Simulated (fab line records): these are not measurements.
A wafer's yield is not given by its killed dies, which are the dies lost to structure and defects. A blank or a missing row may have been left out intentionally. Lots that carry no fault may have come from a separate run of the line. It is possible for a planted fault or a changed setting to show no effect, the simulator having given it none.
Which tool was responsible? | flow n5_finfet | 24 lots with 72 wafers sampled at 5 steps, on a route of 1938 steps

## WHAT THE GAUGES SHOWED, per wafer
N5_BEOL_M14_RS_MEAS_54: uses a four-point probe to measure.
lot  | measured     | on            | M14_RS (ohm/sq)
L074 | day 11 23:40 | film_metro-01 | 0.0351 0.0347 0.0326
L075 | day 12 03:01 | film_metro-01 | 0.0327 0.0354 0.0330
L076 | day 12 11:04 | film_metro-01 | 0.0347 0.0334 0.0360
L078 | day 12 17:52 | film_metro-01 | 0.0348 0.0333 0.0333
L077 | day 12 18:02 | film_metro-02 | 0.0311 0.0330 0.0344
L081 | day 13 03:44 | film_metro-02 | 0.0343 0.0358 0.0308
L079 | day 13 08:28 | film_metro-01 | 0.0325 0.0357 0.0328
L083 | day 13 09:19 | film_metro-02 | 0.0344 0.0360 0.0334
L080 | day 13 10:53 | film_metro-01 | 0.0346 0.0334 0.0332
L082 | day 13 23:48 | film_metro-01 | 0.0325 0.0324 0.0338
L084 | day 14 04:19 | film_metro-02 | 0.0345 0.0337 0.0314
L085 | day 14 09:13 | film_metro-02 | 0.0345 0.0356 0.0346
L088 | day 14 21:38 | film_metro-01 | 0.0325 0.0345 0.0343
L086 | day 15 05:44 | film_metro-02 | 0.0350 0.0328 0.0348
L089 | day 15 13:51 | film_metro-02 | 0.0324 0.0323 0.0352
L087 | day 15 14:34 | film_metro-02 | 0.0345 0.0323 0.0333
L092 | day 15 23:41 | film_metro-02 | 0.0352 0.0333 0.0312
L091 | day 16 00:08 | film_metro-02 | 0.0351 0.0327 0.0355
L090 | day 16 02:39 | film_metro-02 | 0.0350 0.0324 0.0325
L094 | day 16 09:10 | film_metro-02 | 0.0320 0.0329 0.0347
L093 | day 16 13:58 | film_metro-02 | 0.0328 0.0311 0.0357
L095 | day 17 08:35 | film_metro-01 | 0.0328 0.0319 0.0326
L097 | day 17 17:29 | film_metro-02 | 0.0341 0.0340 0.0339
L096 | day 18 16:52 | film_metro-02 | 0.0342 0.0313 0.0354

N5_MIM_TOP_LITHO_INSPECT_12: inspects for defects (macro).
lot  | measured     | on                | raw_defect_count
L074 | day 12 09:14 | defect_inspect-02 | 3 3 2
L075 | day 12 12:09 | defect_inspect-02 | 1 4 1
L076 | day 13 00:08 | defect_inspect-01 | 2 1 0
L078 | day 13 02:57 | defect_inspect-01 | 2 1 1
L077 | day 13 07:17 | defect_inspect-02 | 1 1 1
L081 | day 13 15:58 | defect_inspect-02 | 3 2 4
L079 | day 13 19:37 | defect_inspect-01 | 1 5 2
L083 | day 13 21:40 | defect_inspect-02 | 3 1 1
L080 | day 13 23:22 | defect_inspect-01 | 2 0 3
L082 | day 14 09:05 | defect_inspect-02 | 3 1 1
L084 | day 14 15:14 | defect_inspect-01 | 2 1 4
L085 | day 14 20:39 | defect_inspect-02 | 0 2 4
L088 | day 15 07:50 | defect_inspect-02 | 1 4 1
L086 | day 15 17:43 | defect_inspect-01 | 2 3 2
L089 | day 15 23:39 | defect_inspect-02 | 1 1 1
L087 | day 16 00:35 | defect_inspect-02 | 5 2 2
L092 | day 16 08:26 | defect_inspect-01 | 0 1 6
L091 | day 16 12:46 | defect_inspect-01 | 5 1 1
L090 | day 16 13:47 | defect_inspect-01 | 0 2 1
L094 | day 16 16:47 | defect_inspect-01 | 6 3 1
L093 | day 17 00:20 | defect_inspect-01 | 5 1 5
L095 | day 17 16:45 | defect_inspect-01 | 1 2 0
L097 | day 18 00:44 | defect_inspect-01 | 4 0 0
L096 | day 19 03:22 | defect_inspect-01 | 2 0 1

## EACH LOT AND THE TOOL THAT RAN IT (in order: tool; ch and the chambers of the sampled wafers; start)
lot  | N5_BEOL_M15_STRIP_36               | N5_PASSIVATION_PECVD_00         | N5_MIM_TOP_ALD_02
L074 | rie_diel-05 ch 0,2, day 12 02:26   | pecvd-03 ch 0,1, day 12 05:52   | ald_hk-01 ch 0,2,3, day 12 09:14 or earlier
L075 | rie_diel-04 ch 1,2,3, day 12 07:13 | pecvd-03 ch 0,1,2, day 12 10:34 | ald_hk-02 ch 0,2, day 12 12:09 or earlier
L076 | rie_diel-04 ch 0,1,2, day 12 18:23 | pecvd-01 ch 0,2, day 12 21:47   | ald_hk-02 ch 0,2, day 13 00:08 or earlier
L078 | rie_diel-04 ch 0,2,3, day 12 20:28 | pecvd-01 ch 0,2, day 12 23:38   | ald_hk-03 ch 0,1,3, day 13 02:57 or earlier
L077 | rie_diel-05 ch 1,2,3, day 12 23:02 | pecvd-01 ch 1,2, day 13 01:59   | ald_hk-03 ch 0,1,2, day 13 07:17 or earlier
L081 | rie_diel-05 ch 0,2, day 13 08:33   | pecvd-02 ch 0,2, day 13 12:13   | ald_hk-03 ch 0,2, day 13 15:58 or earlier
L079 | rie_diel-04 ch 0,1,3, day 13 14:17 | pecvd-03 ch 1,2, day 13 17:15   | ald_hk-01 ch 1,2,3, day 13 19:37 or earlier
L083 | rie_diel-02 ch 1,2,3, day 13 14:28 | pecvd-01 ch 0,1,2, day 13 17:32 | ald_hk-02 ch 0,1,3, day 13 21:40 or earlier
L080 | rie_diel-05 ch 0,1,2, day 13 17:26 | pecvd-01 ch 0,2, day 13 20:21   | ald_hk-02 ch 1,2, day 13 23:22 or earlier
L082 | rie_diel-02 ch 2,3, day 14 03:55   | pecvd-02 ch 0,1, day 14 07:07   | ald_hk-03 ch 2,3, day 14 09:05 or earlier
L084 | rie_diel-02 ch 0,1,2, day 14 07:29 | pecvd-03 ch 0,1,2, day 14 10:25 | ald_hk-01 ch 0,2,3, day 14 15:14 or earlier
L085 | rie_diel-05 ch 0,2, day 14 14:36   | pecvd-02 ch 0,1,2, day 14 17:41 | ald_hk-03 ch 0,1,3, day 14 20:39 or earlier
L088 | rie_diel-05 ch 0,1,2, day 15 01:30 | pecvd-03 ch 0,2, day 15 04:27   | ald_hk-02 ch 2,3, day 15 07:50 or earlier
L086 | rie_diel-05 ch 0,1,3, day 15 09:58 | pecvd-02 ch 0,1, day 15 13:35   | ald_hk-02 ch 0,2,3, day 15 17:43 or earlier
L089 | rie_diel-04 ch 0,1,2, day 15 16:44 | pecvd-01 ch 0,1, day 15 19:45   | ald_hk-03 ch 0,1, day 15 23:39 or earlier
L087 | rie_diel-04 ch 0,3, day 15 18:29   | pecvd-03 ch 0,2, day 15 21:38   | ald_hk-02 ch 2,3, day 16 00:35 or earlier
L092 | rie_diel-05 ch 0,2, day 16 03:37   | pecvd-01 ch 1,2, day 16 06:31   | ald_hk-03 ch 1,3, day 16 08:26 or earlier
L091 | rie_diel-02 ch 0,2,3, day 16 04:17 | pecvd-02 ch 0,2, day 16 07:52   | ald_hk-01 ch 0,2,3, day 16 12:46 or earlier
L090 | rie_diel-05 ch 1,2,3, day 16 06:42 | pecvd-01 ch 0,1,2, day 16 10:07 | ald_hk-03 ch 1,2, day 16 13:47 or earlier
L094 | rie_diel-05 ch 2,3, day 16 12:14   | pecvd-01 ch 0,1, day 16 15:14   | ald_hk-02 ch 0,2,3, day 16 16:47 or earlier
L093 | rie_diel-04 ch 0,1, day 16 19:51   | pecvd-03 ch 0,1,2, day 16 22:46 | ald_hk-03 ch 0,1,3, day 17 00:20 or earlier
L095 | rie_diel-04 ch 1,2,3, day 17 11:23 | pecvd-01 ch 1,2, day 17 14:49   | ald_hk-03 ch 0,1,3, day 17 16:45 or earlier
L097 | rie_diel-04 ch 1,2,3, day 17 20:20 | pecvd-03 ch 0,2, day 17 23:10   | ald_hk-03 ch 0,2, day 18 00:44 or earlier
L096 | rie_diel-02 ch 0,2,3, day 18 20:16 | pecvd-03 ch 0,1,2, day 19 00:31 | ald_hk-02 ch 1,2, day 19 03:22 or earlier
- N5_BEOL_M15_STRIP_36: strips in O2.
- N5_PASSIVATION_PECVD_00: deposits SiO2 from SiH4/N2O, target thk 200 nm, time 11.2 s.
- N5_MIM_TOP_ALD_02: deposits Al2O3, purge time 3 s, co reactant pulse time 3 s.

## AS READ BY THE TOOLS THEMSELVES (means over the sampled wafers that have a number; for cases with no such wafer, the mark the record gives instead)
N5_BEOL_M15_STRIP_36.
lot  | tool        | drypump_motor_current_A (A) | oes_product_au (a.u.) | rf_vpp_V (V) | showerhead_plenum_p_Torr (Torr) | throttle_valve_pct (%)
L074 | rie_diel-05 | 6.2                         | 0.75                  | 3.3          | 2.11                            | 16.79
L075 | rie_diel-04 | 5.4                         | 0.90                  | 3.3          | 2.16                            | 16.49
L076 | rie_diel-04 | 5.5                         | 0.88                  | 3.5          | 2.22                            | 16.60
L078 | rie_diel-04 | 5.0                         | 0.83                  | 4.4          | 2.16                            | 16.39
L077 | rie_diel-05 | 5.5                         | 0.81                  | 3.3          | 2.05                            | 16.59
L081 | rie_diel-05 | 6.3                         | 0.74                  | 4.1          | 2.11                            | 16.81
L079 | rie_diel-04 | 5.5                         | 0.88                  | 3.9          | 2.20                            | 16.38
L083 | rie_diel-02 | 5.7                         | 0.81                  | 5.4          | 2.15                            | 16.77
L080 | rie_diel-05 | 5.9                         | 0.73                  | 2.7          | 2.07                            | 16.71
L082 | rie_diel-02 | 5.6                         | 0.87                  | 4.0          | 2.13                            | 16.72
L084 | rie_diel-02 | 5.9                         | 0.76                  | 3.0          | 2.10                            | 16.88
L085 | rie_diel-05 | 6.2                         | 0.74                  | 2.7          | 2.11                            | 16.81
L088 | rie_diel-05 | 5.9                         | 0.84                  | 3.9          | 2.07                            | 16.54
L086 | rie_diel-05 | 5.7                         | 0.84                  | 3.9          | 2.09                            | 16.72
L089 | rie_diel-04 | 5.4                         | 0.84                  | 3.9          | 2.21                            | 16.63
L087 | rie_diel-04 | 5.2                         | 0.84                  | 3.9          | 2.19                            | 16.30
L092 | rie_diel-05 | 6.3                         | 0.72                  | 3.9          | 2.10                            | 16.83
L091 | rie_diel-02 | 5.7                         | 0.80                  | 3.2          | 2.12                            | 16.79
L090 | rie_diel-05 | 5.5                         | 0.89                  | 3.8          | 2.04                            | 16.51
L094 | rie_diel-05 | 5.6                         | 0.84                  | 3.8          | 2.03                            | 16.50
L093 | rie_diel-04 | 5.6                         | 0.86                  | 4.0          | 2.24                            | 16.50
L095 | rie_diel-04 | 5.4                         | 0.81                  | 4.2          | 2.15                            | 16.55
L097 | rie_diel-04 | 5.4                         | 0.82                  | 3.3          | 2.15                            | 16.56
L096 | rie_diel-02 | 5.7                         | 0.87                  | 3.4          | 2.11                            | 16.66

N5_PASSIVATION_PECVD_00.
lot  | tool     | heater_power_w (W) | rf_fwd_power_W (W) | showerhead_plenum_p_Torr (Torr) | throttle_valve_pct (%)
L074 | pecvd-03 | 883                | 604.4              | 8.26                            | 51.2
L075 | pecvd-03 | 734                | 603.1              | 8.24                            | 48.7
L076 | pecvd-01 | 735                | 598.9              | 8.09                            | 48.3
L078 | pecvd-01 | 683                | 599.5              | 8.09                            | 48.4
L077 | pecvd-01 | 755                | 601.7              | 8.21                            | 48.9
L081 | pecvd-02 | 611                | 599.0              | 8.30                            | 49.6
L079 | pecvd-03 | 663                | 600.0              | 8.24                            | 46.8
L083 | pecvd-01 | 704                | 600.2              | 8.14                            | 49.7
L080 | pecvd-01 | 787                | 597.3              | 8.08                            | 48.3
L082 | pecvd-02 | 525                | 600.1              | 8.16                            | 51.1
L084 | pecvd-03 | 765                | 599.7              | 8.25                            | 48.8
L085 | pecvd-02 | 666                | 599.1              | 8.23                            | 49.9
L088 | pecvd-03 | 691                | 597.5              | 8.24                            | 46.4
L086 | pecvd-02 | 628                | 598.7              | 8.23                            | 50.8
L089 | pecvd-01 | 659                | 603.8              | 8.17                            | 50.9
L087 | pecvd-03 | 714                | 597.6              | 8.24                            | 46.3
L092 | pecvd-01 | 785                | 597.9              | 8.16                            | 47.9
L091 | pecvd-02 | 654                | 599.2              | 8.29                            | 49.7
L090 | pecvd-01 | 718                | 601.1              | 8.13                            | 50.0
L094 | pecvd-01 | 599                | 601.9              | 8.12                            | 51.8
L093 | pecvd-03 | 782                | 599.8              | 8.25                            | 48.9
L095 | pecvd-01 | 728                | 599.7              | 8.20                            | 48.9
L097 | pecvd-03 | 741                | 598.7              | 8.25                            | 48.1
L096 | pecvd-03 | 780                | 602.3              | 8.24                            | 47.4

N5_MIM_TOP_ALD_02.
lot  | tool      | precursor_pulse_height_rel
L074 | ald_hk-01 | 0.993
L075 | ald_hk-02 | 0.988
L076 | ald_hk-02 | 0.995
L078 | ald_hk-03 | 0.980
L077 | ald_hk-03 | 0.992
L081 | ald_hk-03 | 1.018
L079 | ald_hk-01 | 1.007
L083 | ald_hk-02 | 0.996
L080 | ald_hk-02 | 0.987
L082 | ald_hk-03 | 0.995
L084 | ald_hk-01 | 1.006
L085 | ald_hk-03 | 1.007
L088 | ald_hk-02 | 1.010
L086 | ald_hk-02 | 0.994
L089 | ald_hk-03 | 1.001
L087 | ald_hk-02 | 0.991
L092 | ald_hk-03 | 1.021
L091 | ald_hk-01 | 0.983
L090 | ald_hk-03 | 0.998
L094 | ald_hk-02 | 1.001
L093 | ald_hk-03 | 0.993
L095 | ald_hk-03 | 0.996
L097 | ald_hk-03 | 0.981
L096 | ald_hk-02 | 1.005

## THE ANSWER, worked out from the rows above alone
Rule: what is usual is taken from the lots themselves. The widest of any qualifying gaps counts: lots, ordered by their means at a reading, are off when they make up no more than a third of the lots, leave a main group of 4 or more, and stand apart from it by 3 or more times the standard deviation of that group's means. A main group is skipped when, at the precision printed for the reading in the tables above, its means are all equal. Also off: a lot with no number at a reading for which 4 or more lots have one. The other lots that the step has rows for count as sound. Order of review: gauges by route order, followed by the tools' own readings, for which a lot's mean as printed above is used. At the first step where some lot is off, the reading lying furthest off is the one used; lots without a number count as furthest.
Nothing can be told from this: no lot is off at any reading shown.

## WHAT THE SIMULATOR PUT IN
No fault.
